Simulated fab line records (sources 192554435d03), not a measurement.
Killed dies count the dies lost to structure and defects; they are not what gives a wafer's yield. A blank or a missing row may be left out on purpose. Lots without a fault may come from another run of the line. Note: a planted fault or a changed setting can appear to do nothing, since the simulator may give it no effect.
Split-lot trial :: flow n5Finfet :: on a route of 1938 steps: 7 lots, 39 wafers read

THE SPLIT
At N5_BEOL_M13_SPUTTER_43 (material TaN, target thk 15 nm, time 24.19 s), the setting targetThkA was moved away from the recipe's 150 angstrom on 12 of the 39 wafers read, by -33.9% to +25.7%. This setting was run at the recipe's value on the other wafers.

FROM THE SPLIT TO THE READING: what the file shows between them, 4 steps
- N5_BEOL_M13_SPUTTER_44: material Ta, target thk 10 nm, time 16.13 s
- N5_BEOL_M13_SPUTTER_45: material Cu, target thk 80 nm, time 13.33 s
- N5_BEOL_M13_ECD_47: material Cu, target thk 936 nm
- N5_BEOL_M13_ANNEAL_48: time 90 s

THE READING
barrierFieldEndpointS, in s, at N5_BEOL_M13_CMP_49 (polishes, stops on SiOC, t overpolish 17.1 s, target thk 420 nm). On this fab line, fault-free wafers typically give 30.3 s with a standard deviation of 0.68 s.

wafer: L074.3
tool, chamber at the split: pvdSputter-01, -
targetThkA as run, angstrom: 150
against the recipe: recipe
barrierFieldEndpointS, s: 31.4
against lot-mates on the recipe: -

wafer: L074.1
tool, chamber at the split: pvdSputter-01, -
targetThkA as run, angstrom: 150
against the recipe: recipe
barrierFieldEndpointS, s: 30.3
against lot-mates on the recipe: -

wafer: L074.4
tool, chamber at the split: pvdSputter-01, -
targetThkA as run, angstrom: 150
against the recipe: recipe
barrierFieldEndpointS, s: 29.5
against lot-mates on the recipe: -

wafer: L074.2
tool, chamber at the split: pvdSputter-01, -
targetThkA as run, angstrom: 150
against the recipe: recipe
barrierFieldEndpointS, s: 30.5
against lot-mates on the recipe: -

wafer: L074.5
tool, chamber at the split: pvdSputter-01, -
targetThkA as run, angstrom: 150
against the recipe: recipe
barrierFieldEndpointS, s: 31.2
against lot-mates on the recipe: -

wafer: L074.6
tool, chamber at the split: pvdSputter-01, -
targetThkA as run, angstrom: 150
against the recipe: recipe
barrierFieldEndpointS, s: 30.5
against lot-mates on the recipe: -

wafer: L078.3
tool, chamber at the split: pvdSputter-02, -
targetThkA as run, angstrom: 99.18
against the recipe: -33.9%
barrierFieldEndpointS, s: 23.8
against lot-mates on the recipe: -7.4

wafer: L078.1
tool, chamber at the split: pvdSputter-02, -
targetThkA as run, angstrom: 99.18
against the recipe: -33.9%
barrierFieldEndpointS, s: 23.9
against lot-mates on the recipe: -7.3

wafer: L078.4
tool, chamber at the split: pvdSputter-02, -
targetThkA as run, angstrom: 99.18
against the recipe: -33.9%
barrierFieldEndpointS, s: 24.8
against lot-mates on the recipe: -6.4

wafer: L078.2
tool, chamber at the split: pvdSputter-02, -
targetThkA as run, angstrom: 150
against the recipe: recipe
barrierFieldEndpointS, s: 32.4
against lot-mates on the recipe: -

wafer: L078.6
tool, chamber at the split: pvdSputter-02, -
targetThkA as run, angstrom: 150
against the recipe: recipe
barrierFieldEndpointS, s: 30.1
against lot-mates on the recipe: -

wafer: L078.5
tool, chamber at the split: pvdSputter-02, -
targetThkA as run, angstrom: 150
against the recipe: recipe
barrierFieldEndpointS, s: 31.2
against lot-mates on the recipe: -

wafer: L091.4
tool, chamber at the split: pvdSputter-02, -
targetThkA as run, angstrom: 150
against the recipe: recipe
barrierFieldEndpointS, s: 29.8
against lot-mates on the recipe: -

wafer: L091.2
tool, chamber at the split: pvdSputter-02, -
targetThkA as run, angstrom: 188.6
against the recipe: +25.7%
barrierFieldEndpointS, s: 35.3
against lot-mates on the recipe: +5.5

wafer: L091.1
tool, chamber at the split: pvdSputter-02, -
targetThkA as run, angstrom: 150
against the recipe: recipe
barrierFieldEndpointS, s: 29.2
against lot-mates on the recipe: -

wafer: L091.3
tool, chamber at the split: pvdSputter-02, -
targetThkA as run, angstrom: 188.6
against the recipe: +25.7%
barrierFieldEndpointS, s: 32.6
against lot-mates on the recipe: +2.8

wafer: L091.6
tool, chamber at the split: pvdSputter-02, -
targetThkA as run, angstrom: 188.6
against the recipe: +25.7%
barrierFieldEndpointS, s: 34.9
against lot-mates on the recipe: +5.1

wafer: L091.5
tool, chamber at the split: pvdSputter-02, -
targetThkA as run, angstrom: 150
against the recipe: recipe
barrierFieldEndpointS, s: 30.5
against lot-mates on the recipe: -

wafer: L090.2
tool, chamber at the split: pvdSputter-02, -
targetThkA as run, angstrom: 150
against the recipe: recipe
barrierFieldEndpointS, s: 30.1
against lot-mates on the recipe: -

wafer: L090.4
tool, chamber at the split: pvdSputter-02, -
targetThkA as run, angstrom: 104.8
against the recipe: -30.1%
barrierFieldEndpointS, s: 24.3
against lot-mates on the recipe: -5.1

wafer: L090.3
tool, chamber at the split: pvdSputter-02, -
targetThkA as run, angstrom: 150
against the recipe: recipe
barrierFieldEndpointS, s: 28.4
against lot-mates on the recipe: -

wafer: L090.1
tool, chamber at the split: pvdSputter-02, -
targetThkA as run, angstrom: 150
against the recipe: recipe
barrierFieldEndpointS, s: 29.8
against lot-mates on the recipe: -

wafer: L090.5
tool, chamber at the split: pvdSputter-02, -
targetThkA as run, angstrom: 104.8
against the recipe: -30.1%
barrierFieldEndpointS, s: 24.6
against lot-mates on the recipe: -4.8

wafer: L090.6
tool, chamber at the split: pvdSputter-02, -
targetThkA as run, angstrom: 104.8
against the recipe: -30.1%
barrierFieldEndpointS, s: 24.0
against lot-mates on the recipe: -5.4

wafer: L095.3
tool, chamber at the split: pvdSputter-03, -
targetThkA as run, angstrom: 150
against the recipe: recipe
barrierFieldEndpointS, s: 29.9
against lot-mates on the recipe: -

wafer: L095.4
tool, chamber at the split: pvdSputter-03, -
targetThkA as run, angstrom: 150
against the recipe: recipe
barrierFieldEndpointS, s: 30.9
against lot-mates on the recipe: -

wafer: L095.1
tool, chamber at the split: pvdSputter-03, -
targetThkA as run, angstrom: 150
against the recipe: recipe
barrierFieldEndpointS, s: 31.3
against lot-mates on the recipe: -

wafer: L095.2
tool, chamber at the split: pvdSputter-03, -
targetThkA as run, angstrom: 150
against the recipe: recipe
barrierFieldEndpointS, s: 30.1
against lot-mates on the recipe: -

wafer: L095.6
tool, chamber at the split: pvdSputter-03, -
targetThkA as run, angstrom: 150
against the recipe: recipe
barrierFieldEndpointS, s: 30.3
against lot-mates on the recipe: -

wafer: L095.5
tool, chamber at the split: pvdSputter-03, -
targetThkA as run, angstrom: 150
against the recipe: recipe
barrierFieldEndpointS, s: 30.9
against lot-mates on the recipe: -

wafer: L094.2
tool, chamber at the split: pvdSputter-01, -
targetThkA as run, angstrom: 150
against the recipe: recipe
barrierFieldEndpointS, s: 30.9
against lot-mates on the recipe: -

wafer: L094.4
tool, chamber at the split: pvdSputter-01, -
targetThkA as run, angstrom: 150
against the recipe: recipe
barrierFieldEndpointS, s: 30.8
against lot-mates on the recipe: -

wafer: L094.6
tool, chamber at the split: pvdSputter-01, -
targetThkA as run, angstrom: 150
against the recipe: recipe
barrierFieldEndpointS, s: 31.2
against lot-mates on the recipe: -

wafer: L097.3
tool, chamber at the split: pvdSputter-03, -
targetThkA as run, angstrom: 150
against the recipe: recipe
barrierFieldEndpointS, s: 30.5
against lot-mates on the recipe: -

wafer: L097.2
tool, chamber at the split: pvdSputter-03, -
targetThkA as run, angstrom: 124.8
against the recipe: -16.8%
barrierFieldEndpointS, s: 27.4
against lot-mates on the recipe: -3.3

wafer: L097.1
tool, chamber at the split: pvdSputter-03, -
targetThkA as run, angstrom: 124.8
against the recipe: -16.8%
barrierFieldEndpointS, s: 27.8
against lot-mates on the recipe: -2.9

wafer: L097.4
tool, chamber at the split: pvdSputter-03, -
targetThkA as run, angstrom: 150
against the recipe: recipe
barrierFieldEndpointS, s: 31.3
against lot-mates on the recipe: -

wafer: L097.5
tool, chamber at the split: pvdSputter-03, -
targetThkA as run, angstrom: 150
against the recipe: recipe
barrierFieldEndpointS, s: 30.4
against lot-mates on the recipe: -

wafer: L097.6
tool, chamber at the split: pvdSputter-03, -
targetThkA as run, angstrom: 124.8
against the recipe: -16.8%
barrierFieldEndpointS, s: 27.4
against lot-mates on the recipe: -3.3

FIT RESULTS
A straight line over all 39 wafers: barrierFieldEndpointS changes by +0.18 s for each +1% of targetThkA; r = +0.96; the points scatter about the line by 0.83 s.
The same after taking each lot's own level away (the mean of its wafers on the recipe; 39 wafers): +0.186 s for each +1%; r = +0.97; scatter 0.68 s.
According to that fit, moving targetThkA by its largest amount changes the reading by 6.3 s.
The span of the lots' own levels, 29.43 to 31.23 s, comes to 2.6 times the standard deviation stated above.
So the lot-to-lot level changes the slope little: the two slopes agree.
Check: with one of the wafers moved furthest among these (-33.9%) left out of the fit, the line predicts -6.2 s for it against its lot-mates. Against them it came out at -7.43 s.

FURTHER SPLITS ON THESE WAFERS
Note: prior to the reading, these wafers also went through further splits. Each is held against what the fit with the lots' levels taken away leaves over:
other split on the same wafers: N5_BEOL_M4_ETCH_64 timeS
wafers away from the commonest value: 12
r with barrierFieldEndpointS (lot level and that fit taken away): -0.04

other split on the same wafers: N5_BEOL_M5_VIA_ETCH_34 targetDepthA
wafers away from the commonest value: 15
r with barrierFieldEndpointS (lot level and that fit taken away): +0.03

other split on the same wafers: N5_BEOL_M7_HM_DEP_02 targetThkA
wafers away from the commonest value: 12
r with barrierFieldEndpointS (lot level and that fit taken away): +0.05

other split on the same wafers: N5_BEOL_M10_ALD_74 aldCycles
wafers away from the commonest value: 12
r with barrierFieldEndpointS (lot level and that fit taken away): -0.02

other split on the same wafers: N5_BEOL_M12_SPUTTER_44 timeS
wafers away from the commonest value: 15
r with barrierFieldEndpointS (lot level and that fit taken away): -0.12

THE WHOLE CHAIN: every reading that the file lists as answering this split, in the file's order
step: N5_BEOL_M13_SPUTTER_43
what it does: material TaN, target thk 15 nm, time 24.19 s
reading: TaN_of_BEOL_M13_SPUTTER_43.thkNm (the simulator's own value, which no gauge read)
change (the file's fit): +0.151 nm for each +1% of the setting
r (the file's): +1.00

step: N5_BEOL_M13_CMP_49
what it does: polishes, stops on SiOC, t overpolish 17.1 s, target thk 420 nm
reading: barrierFieldEndpointS
change (the file's fit): +0.187 s for each +1% of the setting
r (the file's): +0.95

THE FILE'S OWN FIT
barrierFieldEndpointS changes by +0.187 s for each +1% of targetThkA, r = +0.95.
